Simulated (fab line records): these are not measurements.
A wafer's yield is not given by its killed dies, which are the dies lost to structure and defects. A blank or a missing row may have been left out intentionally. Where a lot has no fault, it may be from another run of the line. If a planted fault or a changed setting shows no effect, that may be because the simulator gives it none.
Which tool did it? :: flow n5_finfet :: 36 wafers from 12 lots sampled at 3 of the route's 1938 steps

== WHAT THE GAUGES READ, wafer by wafer ==
N5_MOL_CONTACT_COAG_CD_MEAS_40: target cd 25.1 nm.
lot: L075
measured: day 5 13:40
on: cd_sem-02
cd_nm (nm): 25.06 24.63 25.11

lot: L077
measured: day 5 23:47
on: cd_sem-01
cd_nm (nm): 25.35 24.83 25.61

lot: L079
measured: day 6 13:37
on: cd_sem-01
cd_nm (nm): 25.22 25.32 24.89

lot: L081
measured: day 7 00:31
on: cd_sem-02
cd_nm (nm): 25.09 24.84 24.85

lot: L083
measured: day 7 21:07
on: cd_sem-02
cd_nm (nm): 24.88 25.11 25.19

lot: L085
measured: day 8 01:58
on: cd_sem-02
cd_nm (nm): 25.06 25.01 24.79

lot: L088
measured: day 8 17:52
on: cd_sem-02
cd_nm (nm): 24.78 24.90 24.99

lot: L089
measured: day 9 06:46
on: cd_sem-03
cd_nm (nm): 25.28 25.02 25.45

lot: L091
measured: day 9 11:26
on: cd_sem-02
cd_nm (nm): 25.00 25.34 25.17

lot: L093
measured: day 10 10:04
on: cd_sem-03
cd_nm (nm): 25.30 24.75 24.92

lot: L095
measured: day 10 16:28
on: cd_sem-03
cd_nm (nm): 25.42 25.27 24.88

lot: L097
measured: day 10 22:40
on: cd_sem-02
cd_nm (nm): 25.17 24.96 25.07

== WHAT TOOL EACH LOT RAN ON (gives the tool, then ch and the chambers of the sampled wafers, and finally the start) ==
lot: L075
N5_MOL_CONTACT_COAG_CMP_23: cmp-03 ch 1,2,3, day 5 08:31
N5_MOL_CONTACT_COAG_CMP_28: cmp-04 ch 1,2,3, day 5 10:57

lot: L077
N5_MOL_CONTACT_COAG_CMP_23: cmp-01 ch 1,2,3, day 5 18:44
N5_MOL_CONTACT_COAG_CMP_28: cmp-03 ch 0,1,2, day 5 21:07

lot: L079
N5_MOL_CONTACT_COAG_CMP_23: cmp-01 ch 0,2,3, day 6 03:59
N5_MOL_CONTACT_COAG_CMP_28: cmp-04 ch 2,3, day 6 06:18

lot: L081
N5_MOL_CONTACT_COAG_CMP_23: cmp-04 ch 0,1, day 6 18:37
N5_MOL_CONTACT_COAG_CMP_28: cmp-03 ch 0,3, day 6 21:47

lot: L083
N5_MOL_CONTACT_COAG_CMP_23: cmp-03 ch 1,2,3, day 7 15:49
N5_MOL_CONTACT_COAG_CMP_28: cmp-04 ch 0,2,3, day 7 18:12

lot: L085
N5_MOL_CONTACT_COAG_CMP_23: cmp-01 ch 0,1,3, day 7 20:29
N5_MOL_CONTACT_COAG_CMP_28: cmp-03 ch 0,1, day 7 22:48

lot: L088
N5_MOL_CONTACT_COAG_CMP_23: cmp-04 ch 0,1,3, day 8 12:34
N5_MOL_CONTACT_COAG_CMP_28: cmp-01 ch 1,2,3, day 8 15:02

lot: L089
N5_MOL_CONTACT_COAG_CMP_23: cmp-01 ch 0,1,2, day 9 00:09
N5_MOL_CONTACT_COAG_CMP_28: cmp-01 ch 1,2,3, day 9 02:32

lot: L091
N5_MOL_CONTACT_COAG_CMP_23: cmp-04 ch 1,2, day 9 05:59
N5_MOL_CONTACT_COAG_CMP_28: cmp-03 ch 1,2,3, day 9 08:47

lot: L093
N5_MOL_CONTACT_COAG_CMP_23: cmp-04 ch 0,2,3, day 10 04:20
N5_MOL_CONTACT_COAG_CMP_28: cmp-01 ch 0,1, day 10 06:46

lot: L095
N5_MOL_CONTACT_COAG_CMP_23: cmp-04 ch 1,2,3, day 10 11:16
N5_MOL_CONTACT_COAG_CMP_28: cmp-01 ch 2,3, day 10 14:01

lot: L097
N5_MOL_CONTACT_COAG_CMP_23: cmp-04 ch 0,1,2, day 10 17:34
N5_MOL_CONTACT_COAG_CMP_28: cmp-04 ch 0,1,2, day 10 19:58
- N5_MOL_CONTACT_COAG_CMP_23: polishes, stops on SiO2, t overpolish 1.5 s, target thk 0 nm.
- N5_MOL_CONTACT_COAG_CMP_28: polishes, stops on SiNx, t overpolish 0.85 s, target thk 14.522 nm.

== THE ANSWER, worked out from the rows above alone ==
Rule: the lots themselves supply what counts as usual. Put in order of their means at a reading, lots are off if they are a third of the lots or fewer, leave a main group of 4 or more, and stand apart from it by a gap of 3 or more times the standard deviation of the main group's means; of several such gaps the widest counts. A main group whose means are all the same, to the digits that the tables above print for the reading, isn't used. A lot without any number at a reading at which 4 lots or more have one is off too. The other lots that the step has rows for count as sound.
Across all readings shown, no lot is off: no conclusion can be drawn from this.

== WHAT THE SIMULATOR PUT IN ==
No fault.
